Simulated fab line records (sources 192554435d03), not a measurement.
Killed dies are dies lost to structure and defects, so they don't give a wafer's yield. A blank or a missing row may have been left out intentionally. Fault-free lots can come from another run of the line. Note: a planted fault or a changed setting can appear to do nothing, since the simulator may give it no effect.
Comparing a struck lot with a sound one	flow n5 finfet	31 out of 1938 route steps
Sound: wafers L377.1, L377.4, L377.6. Struck: wafers L384.5, L384.6 (left out: L384.2, a lot-mate that was not struck); the cause follows at the end.
For every step that has rows: the tool of each side, followed by ch and its chambers, followed by its first start. Under that, the readings that differ: sound wafers	struck wafers	difference of the means	sigmas: that difference in standard deviations of wafers without a fault.
alike: a reading whose means differ by less than 2 such deviations, as well as words and numbers matching on both sides. not compared: withheld readings; readings where some wafer has no value; bounds like >300 that might hide an equal value; numbers whose values overlap and for which the record gives no deviation.
A row with sigmas, a row that says differs or no value, or rows on one side alone: a step with any of these is where the two part. Non-overlapping numbers with no deviation appear without sigmas and do not part them. A reading that every wafer of one side lacks parts them only if that side has two wafers or more.

first, 8 steps without rows for these wafers: N5_ILD0_LINER_00 (material SiNx, target thk 4 nm, pulse time 1 s, purge time 2 s); N5_ILD0_FCVD_FILL_01 (material SiO2 flowable, target thk 200 nm, time 328.3 s); N5_ILD0_CURE_02 (time 1800 s); N5_ILD0_CMP_03 (polishes, stops on SiNx, t overpolish 1.9 s, target thk 197.38 nm); N5_ILD0_CMP_07 (polishes SiO2 flowable, stops on poly-Si, t overpolish 1.18 s, target thk 138.88 nm); N5_ILD0_PRECLEAN_10 (cleans in NF3:NH3, afs cycles 5, time 20 s, sublimation time 60 s); N5_ILD0_ALD_15 (deposits SiNx, target thk 24 nm, pulse time 1 s, ald cycles 480); N5_ILD0_CMP_12 (polishes SiNx, stops on poly-Si, t overpolish 6 s, target thk 17.67 nm).
N5_SDB_HM_DEP_00: deposits SiNx from SiH4/NH3/N2, target thk 40 nm, time 35.3 s.
  sound on pecvd-02 ch 1,2, day 5 12:10; struck on pecvd-02 ch 1,2, day 7 06:43
reading	sound	struck	difference	sigmas
model.SiNx_of_SDB_HM_DEP_00.thk nm (nm)	39.2 39.6 40	42.8 43.2	+3.4	
  alike: heater power w, showerhead plenum p Torr, throttle valve pct
then, 13 steps without rows for these wafers: N5_SDB_COAT_03 (time 60 s, resist thk 100 nm); N5_SDB_COAT_04 (time 60 s, resist thk 18 nm); N5_SDB_COAT_05 (resist thk 90 nm); N5_SDB_EBR_07; N5_SDB_SOFTBAKE_06 (time 60 s); N5_SDB_EXPOSE_08 (exposes mask SDB); N5_SDB_PEB_09 (peb time 60 s); N5_SDB_DEVELOP_10 (develop time 30 s); N5_SDB_DESCUM_16 (chemistry O2, time 7.9 s); N5_SDB_ETCH_17 (etches SiARC in CF4, target depth 23.4 nm, time 39 s); N5_SDB_ETCH_18 (etches SOC in N2/H2, target depth 100 nm, overetch 20 nm, time 150 s); N5_SDB_STRIP_19 (strips in N2/H2); N5_SDB_STRIP_21 (strips in CF4).
N5_SDB_HM_OPEN_20: chemistry CH3F/O2, target SiNx, stops on poly-Si, target depth 24 nm.
  sound on rie diel-05 ch 0,1, day 5 13:42; struck on rie diel-02 ch 0,1, day 7 07:38
reading	sound	struck	difference	sigmas
model.etch.depth nm (nm)	23.23 23.67 23.97	26.85 27.28	+3.44	
  alike: bias w, drypump motor current A, oes_ar_750_au, oes_o_777_au, oes product au, rf vpp V, showerhead plenum p Torr, throttle valve pct
  not compared: rf hours counter h
then, 5 steps without rows for these wafers: N5_SDB_STRIP_22 (strips in N2/H2); N5_SDB_PRECLEAN_23 (cleans in dHF, time 30 s); N5_SDB_DUMMY_REMOVE_24 (chemistry TMAH, target poly-Si, stops on SiO2, target depth 142 nm, time 57 s, rinse time 30 s); N5_SDB_ETCH_25 (etches SiO2 in C4F6/O2, target depth 10 nm, time 3.3 s); N5_SDB_CUT_ETCH_26 (etches Si in HBr/Cl2/O2, target depth 129.6 nm, bt time 20 s, time 51.8 s).
N5_SDB_PRECLEAN_38: cleans in dHF, time 10 s.
  sound on wet bench-04 ch 5,6,7, day 5 14:17; struck on wet bench-01 ch 0,3, day 7 08:09
reading	sound	struck	difference	sigmas
model.SiNx_of_SDB_HM_DEP_00.thk nm (nm)	21 21.6 21.8	24.8 25.6	+3.7	
then, 1 step without rows for these wafers: N5_SDB_PRECLEAN_39 (cleans in O3/DIW, time 45 s).
-- the record jumps here: 9 days lie between the struck wafers' starts before and after (it left off in module SDB and takes up again in module PASSIVATION, whose first step shown is number 1936 of the route) --
N5_PASSIVATION_PROBE_49:
  the record has rows for the struck wafers here (prober-01, day 16 16:52) and none for the sound ones

WHERE THEY PART
Only at N5_PASSIVATION_PROBE_49, as far as this record shows.

WHY: what the simulator had put in
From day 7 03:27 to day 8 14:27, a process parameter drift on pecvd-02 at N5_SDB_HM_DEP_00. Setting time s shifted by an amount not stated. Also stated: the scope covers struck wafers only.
